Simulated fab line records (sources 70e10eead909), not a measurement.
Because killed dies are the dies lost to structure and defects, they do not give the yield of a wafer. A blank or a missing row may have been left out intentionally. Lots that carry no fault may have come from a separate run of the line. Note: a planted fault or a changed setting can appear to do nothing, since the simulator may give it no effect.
What tool caused it? || flow nandHarc || 24 lots with 72 wafers sampled at 5 steps, on a route of 1302 steps

== WHAT THE GAUGES READ, wafer by wafer ==
NHARC_P_M1_CD_MEAS_16.
{"lot": "L074", "measured": "day 6 08:14", "on": "cdSem-02", "cdNm (nm)": "130.1 131.3 132.0"}
{"lot": "L075", "measured": "day 6 16:28", "on": "cdSem-02", "cdNm (nm)": "130.2 129.5 130.3"}
{"lot": "L076", "measured": "day 7 07:33", "on": "cdSem-01", "cdNm (nm)": "129.7 130.6 131.7"}
{"lot": "L077", "measured": "day 7 08:36", "on": "cdSem-01", "cdNm (nm)": "128.9 129.0 129.5"}
{"lot": "L078", "measured": "day 8 01:04", "on": "cdSem-01", "cdNm (nm)": "131.8 131.4 131.8"}
{"lot": "L079", "measured": "day 8 14:53", "on": "cdSem-02", "cdNm (nm)": "129.7 129.6 129.4"}
{"lot": "L080", "measured": "day 9 00:27", "on": "cdSem-01", "cdNm (nm)": "129.8 129.0 129.1"}
{"lot": "L081", "measured": "day 9 11:36", "on": "cdSem-01", "cdNm (nm)": "131.9 131.4 131.7"}
{"lot": "L082", "measured": "day 9 18:16", "on": "cdSem-01", "cdNm (nm)": "129.7 129.0 128.7"}
{"lot": "L083", "measured": "day 10 04:50", "on": "cdSem-03", "cdNm (nm)": "130.8 131.1 130.9"}
{"lot": "L084", "measured": "day 10 13:35", "on": "cdSem-01", "cdNm (nm)": "129.2 128.9 129.7"}
{"lot": "L085", "measured": "day 10 14:26", "on": "cdSem-03", "cdNm (nm)": "130.6 129.9 129.9"}
{"lot": "L086", "measured": "day 11 14:40", "on": "cdSem-03", "cdNm (nm)": "131.2 131.8 131.0"}
{"lot": "L087", "measured": "day 11 17:55", "on": "cdSem-02", "cdNm (nm)": "130.4 131.4 129.9"}
{"lot": "L088", "measured": "day 12 05:53", "on": "cdSem-03", "cdNm (nm)": "129.8 129.9 128.7"}
{"lot": "L089", "measured": "day 12 06:34", "on": "cdSem-02", "cdNm (nm)": "128.6 128.3 128.9"}
{"lot": "L090", "measured": "day 13 00:25", "on": "cdSem-01", "cdNm (nm)": "128.8 131.1 130.4"}
{"lot": "L091", "measured": "day 13 09:02", "on": "cdSem-02", "cdNm (nm)": "130.0 130.3 131.1"}
{"lot": "L092", "measured": "day 14 00:28", "on": "cdSem-03", "cdNm (nm)": "129.3 130.9 128.1"}
{"lot": "L093", "measured": "day 14 01:36", "on": "cdSem-03", "cdNm (nm)": "129.6 131.2 131.9"}
{"lot": "L094", "measured": "day 14 15:28", "on": "cdSem-01", "cdNm (nm)": "130.3 129.2 128.9"}
{"lot": "L095", "measured": "day 15 08:20", "on": "cdSem-03", "cdNm (nm)": "129.4 131.6 129.5"}
{"lot": "L096", "measured": "day 15 11:05", "on": "cdSem-01", "cdNm (nm)": "129.3 129.6 129.8"}
{"lot": "L097", "measured": "day 16 02:01", "on": "cdSem-01", "cdNm (nm)": "130.9 130.0 129.8"}

== TOOL THAT RAN EACH LOT (tool first, then ch and the chambers of the sampled wafers, then the start) ==
{"lot": "L074", "NHARC_P_GATE_RTA_82": "rtpAnneal-01 ch 0, day 5 21:42", "NHARC_P_CONTACT_ETCH_35": "rieDiel-10 ch 0,3, day 5 23:45", "NHARC_P_CONTACT_CMP_24": "cmp-04 ch 1,2,3, day 6 02:20", "NHARC_P_M0_ANNEAL_30": "rtpAnneal-01 ch 0, day 6 05:32"}
{"lot": "L075", "NHARC_P_GATE_RTA_82": "rtpAnneal-01 ch 0, day 6 05:53", "NHARC_P_CONTACT_ETCH_35": "rieDiel-01 ch 0,2, day 6 07:58", "NHARC_P_CONTACT_CMP_24": "cmp-01 ch 1,2,3, day 6 10:32", "NHARC_P_M0_ANNEAL_30": "rtpAnneal-02 ch 0, day 6 13:47"}
{"lot": "L076", "NHARC_P_GATE_RTA_82": "rtpAnneal-02 ch 0, day 6 18:01", "NHARC_P_CONTACT_ETCH_35": "rieDiel-02 ch 0,2,3, day 6 20:05", "NHARC_P_CONTACT_CMP_24": "cmp-03 ch 0,1,2, day 6 22:52", "NHARC_P_M0_ANNEAL_30": "rtpAnneal-01 ch 0, day 7 04:46"}
{"lot": "L077", "NHARC_P_GATE_RTA_82": "rtpAnneal-01 ch 0, day 6 21:58", "NHARC_P_CONTACT_ETCH_35": "rieDiel-02 ch 1,2,3, day 7 00:04", "NHARC_P_CONTACT_CMP_24": "cmp-04 ch 1,3, day 7 02:39", "NHARC_P_M0_ANNEAL_30": "rtpAnneal-02 ch 0, day 7 05:48"}
{"lot": "L078", "NHARC_P_GATE_RTA_82": "rtpAnneal-01 ch 0, day 7 13:56", "NHARC_P_CONTACT_ETCH_35": "rieDiel-01 ch 0,1,3, day 7 15:53", "NHARC_P_CONTACT_CMP_24": "cmp-04 ch 0,2,3, day 7 19:04", "NHARC_P_M0_ANNEAL_30": "rtpAnneal-02 ch 0, day 7 22:26"}
{"lot": "L079", "NHARC_P_GATE_RTA_82": "rtpAnneal-01 ch 0, day 8 04:30", "NHARC_P_CONTACT_ETCH_35": "rieDiel-02 ch 1,2,3, day 8 06:33", "NHARC_P_CONTACT_CMP_24": "cmp-03 ch 1,2, day 8 09:08", "NHARC_P_M0_ANNEAL_30": "rtpAnneal-02 ch 0, day 8 12:16"}
{"lot": "L080", "NHARC_P_GATE_RTA_82": "rtpAnneal-01 ch 0, day 8 14:03", "NHARC_P_CONTACT_ETCH_35": "rieDiel-02 ch 0,2, day 8 15:59", "NHARC_P_CONTACT_CMP_24": "cmp-03 ch 0,1,2, day 8 18:36", "NHARC_P_M0_ANNEAL_30": "rtpAnneal-01 ch 0, day 8 21:48"}
{"lot": "L081", "NHARC_P_GATE_RTA_82": "rtpAnneal-02 ch 0, day 9 01:29", "NHARC_P_CONTACT_ETCH_35": "rieDiel-10 ch 0,2, day 9 03:26", "NHARC_P_CONTACT_CMP_24": "cmp-04 ch 0,3, day 9 06:00", "NHARC_P_M0_ANNEAL_30": "rtpAnneal-01 ch 0, day 9 09:05"}
{"lot": "L082", "NHARC_P_GATE_RTA_82": "rtpAnneal-02 ch 0, day 9 07:58", "NHARC_P_CONTACT_ETCH_35": "rieDiel-10 ch 0,3, day 9 10:01", "NHARC_P_CONTACT_CMP_24": "cmp-01 ch 2,3, day 9 12:40", "NHARC_P_M0_ANNEAL_30": "rtpAnneal-01 ch 0, day 9 15:44"}
{"lot": "L083", "NHARC_P_GATE_RTA_82": "rtpAnneal-02 ch 0, day 9 18:26", "NHARC_P_CONTACT_ETCH_35": "rieDiel-02 ch 0,3, day 9 20:31", "NHARC_P_CONTACT_CMP_24": "cmp-04 ch 0,2,3, day 9 23:10", "NHARC_P_M0_ANNEAL_30": "rtpAnneal-02 ch 0, day 10 02:07"}
{"lot": "L084", "NHARC_P_GATE_RTA_82": "rtpAnneal-02 ch 0, day 10 03:14", "NHARC_P_CONTACT_ETCH_35": "rieDiel-01 ch 0,2,3, day 10 05:12", "NHARC_P_CONTACT_CMP_24": "cmp-01 ch 0,3, day 10 07:47", "NHARC_P_M0_ANNEAL_30": "rtpAnneal-02 ch 0, day 10 10:55"}
{"lot": "L085", "NHARC_P_GATE_RTA_82": "rtpAnneal-02 ch 0, day 10 04:11", "NHARC_P_CONTACT_ETCH_35": "rieDiel-10 ch 1,2,3, day 10 06:06", "NHARC_P_CONTACT_CMP_24": "cmp-04 ch 0,1,2, day 10 08:41", "NHARC_P_M0_ANNEAL_30": "rtpAnneal-02 ch 0, day 10 11:50"}
{"lot": "L086", "NHARC_P_GATE_RTA_82": "rtpAnneal-02 ch 0, day 11 04:08", "NHARC_P_CONTACT_ETCH_35": "rieDiel-01 ch 1,2,3, day 11 06:23", "NHARC_P_CONTACT_CMP_24": "cmp-01 ch 2,3, day 11 09:00", "NHARC_P_M0_ANNEAL_30": "rtpAnneal-01 ch 0, day 11 12:05"}
{"lot": "L087", "NHARC_P_GATE_RTA_82": "rtpAnneal-01 ch 0, day 11 07:25", "NHARC_P_CONTACT_ETCH_35": "rieDiel-01 ch 0,1,2, day 11 09:31", "NHARC_P_CONTACT_CMP_24": "cmp-04 ch 1,2, day 11 12:05", "NHARC_P_M0_ANNEAL_30": "rtpAnneal-02 ch 0, day 11 15:13"}
{"lot": "L088", "NHARC_P_GATE_RTA_82": "rtpAnneal-01 ch 0, day 11 19:18", "NHARC_P_CONTACT_ETCH_35": "rieDiel-02 ch 0,2, day 11 21:26", "NHARC_P_CONTACT_CMP_24": "cmp-04 ch 1,2,3, day 12 00:02", "NHARC_P_M0_ANNEAL_30": "rtpAnneal-02 ch 0, day 12 03:10"}
{"lot": "L089", "NHARC_P_GATE_RTA_82": "rtpAnneal-02 ch 0, day 11 20:05", "NHARC_P_CONTACT_ETCH_35": "rieDiel-01 ch 1,2,3, day 11 22:02", "NHARC_P_CONTACT_CMP_24": "cmp-03 ch 1,2,3, day 12 00:39", "NHARC_P_M0_ANNEAL_30": "rtpAnneal-02 ch 0, day 12 03:50"}
{"lot": "L090", "NHARC_P_GATE_RTA_82": "rtpAnneal-01 ch 0, day 12 13:43", "NHARC_P_CONTACT_ETCH_35": "rieDiel-02 ch 1,2,3, day 12 16:03", "NHARC_P_CONTACT_CMP_24": "cmp-04 ch 0,2,3, day 12 18:38", "NHARC_P_M0_ANNEAL_30": "rtpAnneal-01 ch 0, day 12 21:50"}
{"lot": "L091", "NHARC_P_GATE_RTA_82": "rtpAnneal-01 ch 0, day 12 22:50", "NHARC_P_CONTACT_ETCH_35": "rieDiel-10 ch 0,1,2, day 13 00:46", "NHARC_P_CONTACT_CMP_24": "cmp-03 ch 1,2, day 13 03:23", "NHARC_P_M0_ANNEAL_30": "rtpAnneal-02 ch 0, day 13 06:30"}
{"lot": "L092", "NHARC_P_GATE_RTA_82": "rtpAnneal-02 ch 0, day 13 13:50", "NHARC_P_CONTACT_ETCH_35": "rieDiel-02 ch 0,2,3, day 13 15:48", "NHARC_P_CONTACT_CMP_24": "cmp-04 ch 1,2,3, day 13 18:24", "NHARC_P_M0_ANNEAL_30": "rtpAnneal-02 ch 0, day 13 21:41"}
{"lot": "L093", "NHARC_P_GATE_RTA_82": "rtpAnneal-01 ch 0, day 13 15:13", "NHARC_P_CONTACT_ETCH_35": "rieDiel-02 ch 1,2, day 13 17:16", "NHARC_P_CONTACT_CMP_24": "cmp-03 ch 0,1,3, day 13 19:55", "NHARC_P_M0_ANNEAL_30": "rtpAnneal-02 ch 0, day 13 23:04"}
{"lot": "L094", "NHARC_P_GATE_RTA_82": "rtpAnneal-01 ch 0, day 14 05:01", "NHARC_P_CONTACT_ETCH_35": "rieDiel-01 ch 0,1,2, day 14 06:58", "NHARC_P_CONTACT_CMP_24": "cmp-04 ch 0,1,2, day 14 09:35", "NHARC_P_M0_ANNEAL_30": "rtpAnneal-01 ch 0, day 14 12:47"}
{"lot": "L095", "NHARC_P_GATE_RTA_82": "rtpAnneal-02 ch 0, day 14 21:52", "NHARC_P_CONTACT_ETCH_35": "rieDiel-01 ch 1,2, day 14 23:51", "NHARC_P_CONTACT_CMP_24": "cmp-01 ch 2,3, day 15 02:36", "NHARC_P_M0_ANNEAL_30": "rtpAnneal-02 ch 0, day 15 05:45"}
{"lot": "L096", "NHARC_P_GATE_RTA_82": "rtpAnneal-02 ch 0, day 14 22:23", "NHARC_P_CONTACT_ETCH_35": "rieDiel-02 ch 0,2,3, day 15 00:28", "NHARC_P_CONTACT_CMP_24": "cmp-04 ch 0,3, day 15 03:07", "NHARC_P_M0_ANNEAL_30": "rtpAnneal-02 ch 0, day 15 08:24"}
{"lot": "L097", "NHARC_P_GATE_RTA_82": "rtpAnneal-02 ch 0, day 15 14:55", "NHARC_P_CONTACT_ETCH_35": "rieDiel-10 ch 0,1,3, day 15 16:52", "NHARC_P_CONTACT_CMP_24": "cmp-03 ch 1,2,3, day 15 19:32", "NHARC_P_M0_ANNEAL_30": "rtpAnneal-02 ch 0, day 15 23:17"}
- NHARC_P_GATE_RTA_82: time 30 s.
- NHARC_P_CONTACT_ETCH_35: etches the open film in CF4, target depth 39 nm, time 65 s.
- NHARC_P_CONTACT_CMP_24: polishes, t overpolish 30 s, target thk 200 nm.
- NHARC_P_M0_ANNEAL_30: time 90 s.

== AS READ BY THE TOOLS THEMSELVES (means over the sampled wafers that have a number; for cases with no such wafer, the mark the record gives instead) ==
NHARC_P_GATE_RTA_82.
{"lot": "L074", "tool": "rtpAnneal-01", "annealTempCMax": 451.5, "lampPowerPct (%)": 3.51, "wafer_temp_C_max": 453.9}
{"lot": "L075", "tool": "rtpAnneal-01", "annealTempCMax": 451.7, "lampPowerPct (%)": 3.51, "wafer_temp_C_max": 453.0}
{"lot": "L076", "tool": "rtpAnneal-02", "annealTempCMax": 452.0, "lampPowerPct (%)": 3.82, "wafer_temp_C_max": 451.5}
{"lot": "L077", "tool": "rtpAnneal-01", "annealTempCMax": 451.5, "lampPowerPct (%)": 3.51, "wafer_temp_C_max": 453.1}
{"lot": "L078", "tool": "rtpAnneal-01", "annealTempCMax": 451.6, "lampPowerPct (%)": 3.51, "wafer_temp_C_max": 453.6}
{"lot": "L079", "tool": "rtpAnneal-01", "annealTempCMax": 451.5, "lampPowerPct (%)": 3.51, "wafer_temp_C_max": 452.5}
{"lot": "L080", "tool": "rtpAnneal-01", "annealTempCMax": 451.5, "lampPowerPct (%)": 3.51, "wafer_temp_C_max": 453.3}
{"lot": "L081", "tool": "rtpAnneal-02", "annealTempCMax": 451.7, "lampPowerPct (%)": 3.82, "wafer_temp_C_max": 451.8}
{"lot": "L082", "tool": "rtpAnneal-02", "annealTempCMax": 451.8, "lampPowerPct (%)": 3.82, "wafer_temp_C_max": 451.4}
{"lot": "L083", "tool": "rtpAnneal-02", "annealTempCMax": 452.1, "lampPowerPct (%)": 3.82, "wafer_temp_C_max": 451.6}
{"lot": "L084", "tool": "rtpAnneal-02", "annealTempCMax": 451.6, "lampPowerPct (%)": 3.82, "wafer_temp_C_max": 451.7}
{"lot": "L085", "tool": "rtpAnneal-02", "annealTempCMax": 451.7, "lampPowerPct (%)": 3.82, "wafer_temp_C_max": 451.3}
{"lot": "L086", "tool": "rtpAnneal-02", "annealTempCMax": 452.3, "lampPowerPct (%)": 3.82, "wafer_temp_C_max": 451.6}
{"lot": "L087", "tool": "rtpAnneal-01", "annealTempCMax": 451.7, "lampPowerPct (%)": 3.51, "wafer_temp_C_max": 453.8}
{"lot": "L088", "tool": "rtpAnneal-01", "annealTempCMax": 452.0, "lampPowerPct (%)": 3.51, "wafer_temp_C_max": 453.4}
{"lot": "L089", "tool": "rtpAnneal-02", "annealTempCMax": 451.7, "lampPowerPct (%)": 3.82, "wafer_temp_C_max": 451.5}
{"lot": "L090", "tool": "rtpAnneal-01", "annealTempCMax": 451.7, "lampPowerPct (%)": 3.51, "wafer_temp_C_max": 453.9}
{"lot": "L091", "tool": "rtpAnneal-01", "annealTempCMax": 451.6, "lampPowerPct (%)": 3.51, "wafer_temp_C_max": 453.6}
{"lot": "L092", "tool": "rtpAnneal-02", "annealTempCMax": 451.7, "lampPowerPct (%)": 3.82, "wafer_temp_C_max": 451.9}
{"lot": "L093", "tool": "rtpAnneal-01", "annealTempCMax": 452.0, "lampPowerPct (%)": 3.51, "wafer_temp_C_max": 454.3}
{"lot": "L094", "tool": "rtpAnneal-01", "annealTempCMax": 451.7, "lampPowerPct (%)": 3.51, "wafer_temp_C_max": 453.3}
{"lot": "L095", "tool": "rtpAnneal-02", "annealTempCMax": 452.1, "lampPowerPct (%)": 3.82, "wafer_temp_C_max": 451.8}
{"lot": "L096", "tool": "rtpAnneal-02", "annealTempCMax": 451.9, "lampPowerPct (%)": 3.82, "wafer_temp_C_max": 451.7}
{"lot": "L097", "tool": "rtpAnneal-02", "annealTempCMax": 451.5, "lampPowerPct (%)": 3.82, "wafer_temp_C_max": 451.7}

NHARC_P_CONTACT_ETCH_35.
{"lot": "L074", "tool": "rieDiel-10", "drypumpMotorCurrentA (A)": 5.7, "oesProductAu (a.u.)": 0.996, "rfVppV (V)": 150.7, "showerheadPlenumPTorr (Torr)": 1.73, "throttleValvePct (%)": 13.275}
{"lot": "L075", "tool": "rieDiel-01", "drypumpMotorCurrentA (A)": 5.4, "oesProductAu (a.u.)": 0.999, "rfVppV (V)": 149.4, "showerheadPlenumPTorr (Torr)": 1.67, "throttleValvePct (%)": 13.286}
{"lot": "L076", "tool": "rieDiel-02", "drypumpMotorCurrentA (A)": 5.8, "oesProductAu (a.u.)": 0.998, "rfVppV (V)": 151.3, "showerheadPlenumPTorr (Torr)": 1.81, "throttleValvePct (%)": 13.281}
{"lot": "L077", "tool": "rieDiel-02", "drypumpMotorCurrentA (A)": 5.7, "oesProductAu (a.u.)": 0.999, "rfVppV (V)": 152.2, "showerheadPlenumPTorr (Torr)": 1.77, "throttleValvePct (%)": 13.277}
{"lot": "L078", "tool": "rieDiel-01", "drypumpMotorCurrentA (A)": 6.0, "oesProductAu (a.u.)": 1.007, "rfVppV (V)": 150.0, "showerheadPlenumPTorr (Torr)": 1.73, "throttleValvePct (%)": 13.283}
{"lot": "L079", "tool": "rieDiel-02", "drypumpMotorCurrentA (A)": 5.7, "oesProductAu (a.u.)": 0.993, "rfVppV (V)": 151.5, "showerheadPlenumPTorr (Torr)": 1.77, "throttleValvePct (%)": 13.288}
{"lot": "L080", "tool": "rieDiel-02", "drypumpMotorCurrentA (A)": 6.1, "oesProductAu (a.u.)": 0.999, "rfVppV (V)": 151.6, "showerheadPlenumPTorr (Torr)": 1.83, "throttleValvePct (%)": 13.274}
{"lot": "L081", "tool": "rieDiel-10", "drypumpMotorCurrentA (A)": 5.9, "oesProductAu (a.u.)": 1.000, "rfVppV (V)": 151.4, "showerheadPlenumPTorr (Torr)": 1.79, "throttleValvePct (%)": 13.287}
{"lot": "L082", "tool": "rieDiel-10", "drypumpMotorCurrentA (A)": 5.8, "oesProductAu (a.u.)": 0.999, "rfVppV (V)": 150.2, "showerheadPlenumPTorr (Torr)": 1.72, "throttleValvePct (%)": 13.282}
{"lot": "L083", "tool": "rieDiel-02", "drypumpMotorCurrentA (A)": 6.0, "oesProductAu (a.u.)": 0.987, "rfVppV (V)": 151.8, "showerheadPlenumPTorr (Torr)": 1.81, "throttleValvePct (%)": 13.290}
{"lot": "L084", "tool": "rieDiel-01", "drypumpMotorCurrentA (A)": 5.6, "oesProductAu (a.u.)": 1.003, "rfVppV (V)": 149.0, "showerheadPlenumPTorr (Torr)": 1.71, "throttleValvePct (%)": 13.277}
{"lot": "L085", "tool": "rieDiel-10", "drypumpMotorCurrentA (A)": 5.9, "oesProductAu (a.u.)": 0.985, "rfVppV (V)": 150.6, "showerheadPlenumPTorr (Torr)": 1.69, "throttleValvePct (%)": 13.289}
{"lot": "L086", "tool": "rieDiel-01", "drypumpMotorCurrentA (A)": 5.7, "oesProductAu (a.u.)": 1.004, "rfVppV (V)": 151.9, "showerheadPlenumPTorr (Torr)": 1.72, "throttleValvePct (%)": 13.287}
{"lot": "L087", "tool": "rieDiel-01", "drypumpMotorCurrentA (A)": 5.7, "oesProductAu (a.u.)": 0.996, "rfVppV (V)": 149.5, "showerheadPlenumPTorr (Torr)": 1.69, "throttleValvePct (%)": 13.273}
{"lot": "L088", "tool": "rieDiel-02", "drypumpMotorCurrentA (A)": 6.0, "oesProductAu (a.u.)": 0.990, "rfVppV (V)": 151.2, "showerheadPlenumPTorr (Torr)": 1.82, "throttleValvePct (%)": 13.275}
{"lot": "L089", "tool": "rieDiel-01", "drypumpMotorCurrentA (A)": 5.7, "oesProductAu (a.u.)": 0.999, "rfVppV (V)": 149.8, "showerheadPlenumPTorr (Torr)": 1.72, "throttleValvePct (%)": 13.287}
{"lot": "L090", "tool": "rieDiel-02", "drypumpMotorCurrentA (A)": 5.6, "oesProductAu (a.u.)": 0.990, "rfVppV (V)": 151.2, "showerheadPlenumPTorr (Torr)": 1.77, "throttleValvePct (%)": 13.281}
{"lot": "L091", "tool": "rieDiel-10", "drypumpMotorCurrentA (A)": 6.0, "oesProductAu (a.u.)": 1.014, "rfVppV (V)": 150.2, "showerheadPlenumPTorr (Torr)": 1.75, "throttleValvePct (%)": 13.275}
{"lot": "L092", "tool": "rieDiel-02", "drypumpMotorCurrentA (A)": 5.8, "oesProductAu (a.u.)": 0.993, "rfVppV (V)": 151.4, "showerheadPlenumPTorr (Torr)": 1.81, "throttleValvePct (%)": 13.283}
{"lot": "L093", "tool": "rieDiel-02", "drypumpMotorCurrentA (A)": 5.8, "oesProductAu (a.u.)": 0.986, "rfVppV (V)": 151.1, "showerheadPlenumPTorr (Torr)": 1.75, "throttleValvePct (%)": 13.289}
{"lot": "L094", "tool": "rieDiel-01", "drypumpMotorCurrentA (A)": 5.7, "oesProductAu (a.u.)": 1.004, "rfVppV (V)": 150.2, "showerheadPlenumPTorr (Torr)": 1.69, "throttleValvePct (%)": 13.279}
{"lot": "L095", "tool": "rieDiel-01", "drypumpMotorCurrentA (A)": 5.4, "oesProductAu (a.u.)": 1.006, "rfVppV (V)": 150.5, "showerheadPlenumPTorr (Torr)": 1.68, "throttleValvePct (%)": 13.282}
{"lot": "L096", "tool": "rieDiel-02", "drypumpMotorCurrentA (A)": 5.8, "oesProductAu (a.u.)": 0.989, "rfVppV (V)": 152.2, "showerheadPlenumPTorr (Torr)": 1.81, "throttleValvePct (%)": 13.284}
{"lot": "L097", "tool": "rieDiel-10", "drypumpMotorCurrentA (A)": 5.9, "oesProductAu (a.u.)": 0.999, "rfVppV (V)": 150.4, "showerheadPlenumPTorr (Torr)": 1.75, "throttleValvePct (%)": 13.287}

NHARC_P_CONTACT_CMP_24.
{"lot": "L074", "tool": "cmp-04", "motorCurrentA (A)": 10.3, "overpolishRunS (s)": 29.998, "timeToEndpointS (s)": 43.5}
{"lot": "L075", "tool": "cmp-01", "motorCurrentA (A)": 12.4, "overpolishRunS (s)": 29.997, "timeToEndpointS (s)": 37.6}
{"lot": "L076", "tool": "cmp-03", "motorCurrentA (A)": 12.6, "overpolishRunS (s)": 29.997, "timeToEndpointS (s)": 40.6}
{"lot": "L077", "tool": "cmp-04", "motorCurrentA (A)": 10.5, "overpolishRunS (s)": 30.008, "timeToEndpointS (s)": 42.7}
{"lot": "L078", "tool": "cmp-04", "motorCurrentA (A)": 10.8, "overpolishRunS (s)": 30.002, "timeToEndpointS (s)": 42.5}
{"lot": "L079", "tool": "cmp-03", "motorCurrentA (A)": 12.6, "overpolishRunS (s)": 30.003, "timeToEndpointS (s)": 38.9}
{"lot": "L080", "tool": "cmp-03", "motorCurrentA (A)": 12.8, "overpolishRunS (s)": 29.994, "timeToEndpointS (s)": 39.9}
{"lot": "L081", "tool": "cmp-04", "motorCurrentA (A)": 11.4, "overpolishRunS (s)": 29.988, "timeToEndpointS (s)": 39.4}
{"lot": "L082", "tool": "cmp-01", "motorCurrentA (A)": 11.8, "overpolishRunS (s)": 30.001, "timeToEndpointS (s)": 37.7}
{"lot": "L083", "tool": "cmp-04", "motorCurrentA (A)": 10.5, "overpolishRunS (s)": 29.999, "timeToEndpointS (s)": 41.1}
{"lot": "L084", "tool": "cmp-01", "motorCurrentA (A)": 11.3, "overpolishRunS (s)": 30.006, "timeToEndpointS (s)": 41.2}
{"lot": "L085", "tool": "cmp-04", "motorCurrentA (A)": 11.2, "overpolishRunS (s)": 30.005, "timeToEndpointS (s)": 40.2}
{"lot": "L086", "tool": "cmp-01", "motorCurrentA (A)": 12.0, "overpolishRunS (s)": 29.989, "timeToEndpointS (s)": 35.6}
{"lot": "L087", "tool": "cmp-04", "motorCurrentA (A)": 10.4, "overpolishRunS (s)": 29.993, "timeToEndpointS (s)": 38.1}
{"lot": "L088", "tool": "cmp-04", "motorCurrentA (A)": 10.4, "overpolishRunS (s)": 30.002, "timeToEndpointS (s)": 39.1}
{"lot": "L089", "tool": "cmp-03", "motorCurrentA (A)": 12.1, "overpolishRunS (s)": 29.997, "timeToEndpointS (s)": 43.5}
{"lot": "L090", "tool": "cmp-04", "motorCurrentA (A)": 10.8, "overpolishRunS (s)": 29.993, "timeToEndpointS (s)": 41.1}
{"lot": "L091", "tool": "cmp-03", "motorCurrentA (A)": 12.8, "overpolishRunS (s)": 29.995, "timeToEndpointS (s)": 41.8}
{"lot": "L092", "tool": "cmp-04", "motorCurrentA (A)": 10.5, "overpolishRunS (s)": 30.003, "timeToEndpointS (s)": 42.5}
{"lot": "L093", "tool": "cmp-03", "motorCurrentA (A)": 12.5, "overpolishRunS (s)": 29.991, "timeToEndpointS (s)": 41.3}
{"lot": "L094", "tool": "cmp-04", "motorCurrentA (A)": 11.2, "overpolishRunS (s)": 30.002, "timeToEndpointS (s)": 43.1}
{"lot": "L095", "tool": "cmp-01", "motorCurrentA (A)": 11.6, "overpolishRunS (s)": 29.991, "timeToEndpointS (s)": 37.8}
{"lot": "L096", "tool": "cmp-04", "motorCurrentA (A)": 11.8, "overpolishRunS (s)": 30.005, "timeToEndpointS (s)": 43.3}
{"lot": "L097", "tool": "cmp-03", "motorCurrentA (A)": 12.3, "overpolishRunS (s)": 30.001, "timeToEndpointS (s)": 40.2}

NHARC_P_M0_ANNEAL_30.
{"lot": "L074", "tool": "rtpAnneal-01", "annealTempCMax": 225.97, "wafer_temp_C_max": 226.8}
{"lot": "L075", "tool": "rtpAnneal-02", "annealTempCMax": 226.30, "wafer_temp_C_max": 225.6}
{"lot": "L076", "tool": "rtpAnneal-01", "annealTempCMax": 225.98, "wafer_temp_C_max": 226.3}
{"lot": "L077", "tool": "rtpAnneal-02", "annealTempCMax": 225.75, "wafer_temp_C_max": 225.7}
{"lot": "L078", "tool": "rtpAnneal-02", "annealTempCMax": 225.81, "wafer_temp_C_max": 226.0}
{"lot": "L079", "tool": "rtpAnneal-02", "annealTempCMax": 226.05, "wafer_temp_C_max": 226.1}
{"lot": "L080", "tool": "rtpAnneal-01", "annealTempCMax": 225.96, "wafer_temp_C_max": 226.3}
{"lot": "L081", "tool": "rtpAnneal-01", "annealTempCMax": 225.81, "wafer_temp_C_max": 226.3}
{"lot": "L082", "tool": "rtpAnneal-01", "annealTempCMax": 226.09, "wafer_temp_C_max": 226.7}
{"lot": "L083", "tool": "rtpAnneal-02", "annealTempCMax": 225.92, "wafer_temp_C_max": 226.0}
{"lot": "L084", "tool": "rtpAnneal-02", "annealTempCMax": 226.16, "wafer_temp_C_max": 225.9}
{"lot": "L085", "tool": "rtpAnneal-02", "annealTempCMax": 226.15, "wafer_temp_C_max": 225.8}
{"lot": "L086", "tool": "rtpAnneal-01", "annealTempCMax": 225.80, "wafer_temp_C_max": 226.8}
{"lot": "L087", "tool": "rtpAnneal-02", "annealTempCMax": 226.10, "wafer_temp_C_max": 226.0}
{"lot": "L088", "tool": "rtpAnneal-02", "annealTempCMax": 225.69, "wafer_temp_C_max": 225.9}
{"lot": "L089", "tool": "rtpAnneal-02", "annealTempCMax": 225.90, "wafer_temp_C_max": 226.0}
{"lot": "L090", "tool": "rtpAnneal-01", "annealTempCMax": 225.85, "wafer_temp_C_max": 226.6}
{"lot": "L091", "tool": "rtpAnneal-02", "annealTempCMax": 225.76, "wafer_temp_C_max": 226.1}
{"lot": "L092", "tool": "rtpAnneal-02", "annealTempCMax": 225.84, "wafer_temp_C_max": 225.7}
{"lot": "L093", "tool": "rtpAnneal-02", "annealTempCMax": 225.96, "wafer_temp_C_max": 225.8}
{"lot": "L094", "tool": "rtpAnneal-01", "annealTempCMax": 225.87, "wafer_temp_C_max": 226.9}
{"lot": "L095", "tool": "rtpAnneal-02", "annealTempCMax": 225.90, "wafer_temp_C_max": 225.9}
{"lot": "L096", "tool": "rtpAnneal-02", "annealTempCMax": 226.29, "wafer_temp_C_max": 225.7}
{"lot": "L097", "tool": "rtpAnneal-02", "annealTempCMax": 225.90, "wafer_temp_C_max": 225.9}

== THE ANSWER, worked out from the rows above alone ==
Rule: the lots themselves supply what counts as usual. The widest of any qualifying gaps counts: lots, ordered by their means at a reading, are off when they make up no more than a third of the lots, leave a main group of 4 or more, and stand apart from it by 3 or more times the standard deviation of that group's means. Not used: any main group whose means are identical at the precision the tables above print for the reading. A lot without any number at a reading at which 4 lots or more have one is off too. All remaining lots with rows at the step are treated as sound. The gauges are gone through in route order, then the tools' own readings, and for those a lot's mean is taken as printed above. At the first step where some lot is off, the reading lying furthest off is the one used; lots without a number count as furthest.
No lot is off at any reading shown: from this, nothing can be told.

== WHAT WAS PUT IN BY THE SIMULATOR ==
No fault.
